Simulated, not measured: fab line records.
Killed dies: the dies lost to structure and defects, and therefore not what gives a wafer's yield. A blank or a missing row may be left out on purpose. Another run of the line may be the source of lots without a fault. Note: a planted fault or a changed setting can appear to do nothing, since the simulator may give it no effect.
What tool caused it? ; flow n5-finfet ; 24 lots with 72 wafers sampled at 5 steps, on a route of 1938 steps

## WHAT THE GAUGES SHOWED, per wafer
N5_BEOL_M7_RS_MEAS_57: measurement is done with a four-point probe.
lot;measured;on;M7_RS (ohm/sq)
L074;day 9 01:51;film-metro-02;0.277 0.288 0.291
L075;day 9 12:51;film-metro-02;0.288 0.284 0.284
L077;day 9 19:04;film-metro-01;0.285 0.289 0.290
L076;day 10 10:47;film-metro-01;0.300 0.299 0.261
L081;day 10 15:40;film-metro-01;0.300 0.302 0.302
L079;day 10 17:46;film-metro-01;0.281 0.286 0.296
L080;day 10 18:02;film-metro-02;0.287 0.288 0.297
L082;day 11 21:47;film-metro-01;0.297 0.268 0.282
L078;day 12 01:27;film-metro-01;0.296 0.293 0.284
L083;day 12 06:50;film-metro-01;0.299 0.280 0.271
L084;day 12 11:22;film-metro-02;0.283 0.280 0.285
L085;day 12 20:53;film-metro-01;0.283 0.279 0.274
L086;day 12 22:30;film-metro-01;0.297 0.288 0.303
L088;day 13 09:27;film-metro-02;0.295 0.290 0.292
L087;day 13 17:44;film-metro-01;0.287 0.299 0.298
L090;day 14 02:05;film-metro-01;0.282 0.297 0.297
L089;day 14 10:59;film-metro-02;0.281 0.304 0.298
L091;day 14 19:54;film-metro-01;0.269 0.288 0.275
L092;day 15 02:28;film-metro-02;0.298 0.277 0.296
L095;day 15 05:21;film-metro-01;0.301 0.291 0.301
L093;day 15 07:58;film-metro-02;0.292 0.273 0.299
L094;day 15 09:11;film-metro-02;0.285 0.260 0.282
L097;day 15 11:50;film-metro-02;0.300 0.298 0.281
L096;day 15 17:33;film-metro-02;0.280 0.276 0.281

N5_BEOL_M8_CD_MEAS_28 targets a cd of 40 nm.
lot;measured;on;cd-nm (nm)
L074;day 9 05:00;cd-sem-01;39.93 40.07 40.06
L075;day 9 22:00;cd-sem-03;39.98 40.27 39.68
L077;day 10 00:30;cd-sem-01;39.90 40.22 40.26
L076;day 10 15:56;cd-sem-03;40.06 39.71 40.19
L081;day 10 19:46;cd-sem-03;39.70 40.19 40.03
L079;day 10 21:35;cd-sem-02;40.05 39.73 40.00
L080;day 10 21:54;cd-sem-01;40.03 39.69 39.70
L082;day 12 03:01;cd-sem-03;39.99 40.02 40.22
L078;day 12 07:12;cd-sem-02;39.71 40.15 39.95
L083;day 12 09:37;cd-sem-02;39.98 39.46 39.52
L084;day 12 15:13;cd-sem-01;40.16 39.98 40.11
L085;day 13 00:48;cd-sem-03;39.91 39.97 40.29
L086;day 13 05:47;cd-sem-03;40.05 40.02 40.07
L088;day 13 15:18;cd-sem-02;39.87 39.45 39.94
L087;day 13 20:55;cd-sem-02;39.73 39.79 39.99
L090;day 14 08:20;cd-sem-02;40.09 40.03 40.28
L089;day 14 18:25;cd-sem-01;40.06 40.09 39.69
L091;day 15 00:01;cd-sem-03;40.05 39.87 40.15
L092;day 15 06:41;cd-sem-01;39.74 40.41 40.05
L095;day 15 10:00;cd-sem-03;40.00 39.52 39.57
L093;day 15 10:19;cd-sem-03;40.29 39.54 40.44
L094;day 15 13:09;cd-sem-03;39.67 39.85 40.00
L097;day 15 16:34;cd-sem-02;40.14 39.76 39.95
L096;day 15 22:23;cd-sem-02;39.60 39.83 39.65

N5_BEOL_M9_INSPECT_13: inspects for defects (brightfield).
lot;measured;on;raw-defect-count
L074;day 9 10:51;defect-inspect-01;297 406 456
L075;day 10 04:04;defect-inspect-01;675 467 459
L077;day 10 08:36;defect-inspect-01;345 332 397
L076;day 10 23:00;defect-inspect-01;657 512 607
L081;day 11 05:04;defect-inspect-01;365 349 319
L079;day 11 06:20;defect-inspect-01;693 396 495
L080;day 11 07:23;defect-inspect-02;449 363 399
L082;day 12 08:17;defect-inspect-01;313 256 264
L078;day 12 12:25;defect-inspect-02;319 359 294
L083;day 12 15:15;defect-inspect-02;367 303 330
L084;day 12 20:04;defect-inspect-02;275 353 405
L085;day 13 10:55;defect-inspect-02;508 697 557
L086;day 13 11:25;defect-inspect-01;281 385 405
L088;day 13 20:38;defect-inspect-01;447 446 450
L087;day 14 05:01;defect-inspect-02;526 442 441
L090;day 14 15:10;defect-inspect-01;436 485 515
L089;day 14 23:46;defect-inspect-01;464 371 377
L091;day 15 05:03;defect-inspect-02;396 401 451
L092;day 15 14:19;defect-inspect-01;293 212 215
L095;day 15 18:03;defect-inspect-01;282 472 322
L093;day 15 18:16;defect-inspect-01;437 323 453
L094;day 15 18:34;defect-inspect-01;246 377 278
L097;day 15 23:50;defect-inspect-02;537 343 351
L096;day 16 03:23;defect-inspect-02;333 522 268

N5_BEOL_M9_CD_MEAS_18: pitch 140 nm, target cd 70 nm.
lot;measured;on;cd-nm (nm)
L074;day 9 12:23;cd-sem-02;69.2 69.0 69.3
L075;day 10 04:49;cd-sem-03;68.4 69.3 70.1
L077;day 10 09:06;cd-sem-01;68.4 69.2 69.6
L076;day 10 23:30;cd-sem-01;68.8 68.5 70.1
L081;day 11 05:38;cd-sem-01;69.2 68.8 68.9
L079;day 11 06:49;cd-sem-03;69.9 68.4 69.7
L080;day 11 07:52;cd-sem-03;68.4 68.2 69.5
L082;day 12 08:48;cd-sem-03;68.3 69.2 69.2
L078;day 12 12:53;cd-sem-01;69.4 70.9 69.3
L083;day 12 16:12;cd-sem-03;69.6 69.7 69.0
L084;day 12 20:34;cd-sem-03;68.9 68.7 70.5
L085;day 13 11:37;cd-sem-01;68.8 70.3 70.0
L086;day 13 12:02;cd-sem-02;69.1 69.3 68.3
L088;day 13 21:31;cd-sem-03;70.7 68.0 70.5
L087;day 14 05:30;cd-sem-03;70.2 69.7 69.2
L090;day 14 15:40;cd-sem-02;70.0 70.0 70.3
L089;day 15 00:16;cd-sem-01;70.2 68.9 68.5
L091;day 15 05:34;cd-sem-03;67.0 69.0 68.7
L092;day 15 15:06;cd-sem-01;68.7 68.9 69.7
L095;day 15 18:32;cd-sem-01;69.2 70.1 68.3
L093;day 15 18:46;cd-sem-03;69.9 70.0 68.8
L094;day 15 19:04;cd-sem-03;69.4 68.9 69.4
L097;day 16 00:20;cd-sem-02;70.3 68.6 70.4
L096;day 16 03:52;cd-sem-01;68.3 68.5 69.0

N5_BEOL_M9_INSPECT_30: inspects for defects (brightfield).
lot;measured;on;raw-defect-count
L074;day 9 21:54;defect-inspect-01;316 410 488
L075;day 10 07:26;defect-inspect-02;643 460 447
L077;day 10 13:34;defect-inspect-02;352 353 384
L076;day 11 06:43;defect-inspect-01;632 512 612
L081;day 11 09:17;defect-inspect-02;336 327 305
L079;day 11 09:07;defect-inspect-02;682 387 497
L080;day 11 09:19;defect-inspect-01;461 368 415
L082;day 12 09:12;defect-inspect-01;310 260 256
L078;day 12 13:45;defect-inspect-01;348 384 315
L083;day 12 17:52;defect-inspect-01;362 319 361
L084;day 12 21:37;defect-inspect-02;280 368 381
L085;day 13 12:40;defect-inspect-01;538 731 597
L086;day 13 12:50;defect-inspect-02;261 351 405
L088;day 14 00:02;defect-inspect-02;421 411 453
L087;day 14 08:20;defect-inspect-01;572 478 478
L090;day 14 18:38;defect-inspect-02;423 437 505
L089;day 15 01:34;defect-inspect-01;481 368 356
L091;day 15 06:25;defect-inspect-02;394 393 459
L092;day 15 17:08;defect-inspect-01;299 215 218
L095;day 15 19:05;defect-inspect-02;269 441 318
L093;day 15 19:16;defect-inspect-02;411 290 413
L094;day 15 19:27;defect-inspect-02;236 371 274
L097;day 16 00:46;defect-inspect-01;573 388 402
L096;day 16 04:23;defect-inspect-02;333 514 289

## TOOL THAT RAN EACH LOT (tool first, then ch and the chambers of the sampled wafers, then the start)
The record holds no process step before these readings.

## AS READ BY THE TOOLS THEMSELVES (means over the sampled wafers that have a number; for cases with no such wafer, the mark the record gives instead)
The record holds no such reading with a usual standard deviation.

## THE ANSWER, worked out from the rows above alone
Rule: the usual values come from the lots themselves. The widest of any qualifying gaps counts: lots, ordered by their means at a reading, are off when they make up no more than a third of the lots, leave a main group of 4 or more, and stand apart from it by 3 or more times the standard deviation of that group's means. If all means in a main group match to the digits the tables above print for the reading, that group is not used. Also off: a lot with no number at a reading for which 4 or more lots have one. Any other lot the step has rows for is counted as sound. After the gauges, taken in route order, come the tools' own readings; for these a lot's mean is taken, as printed above. The first step at which some lot is off is used, and at that step the reading that is off furthest; a lot without a number counts as furthest.
No lot is off on any of the readings shown, so nothing can be concluded from this.

## WHAT WAS PUT IN BY THE SIMULATOR
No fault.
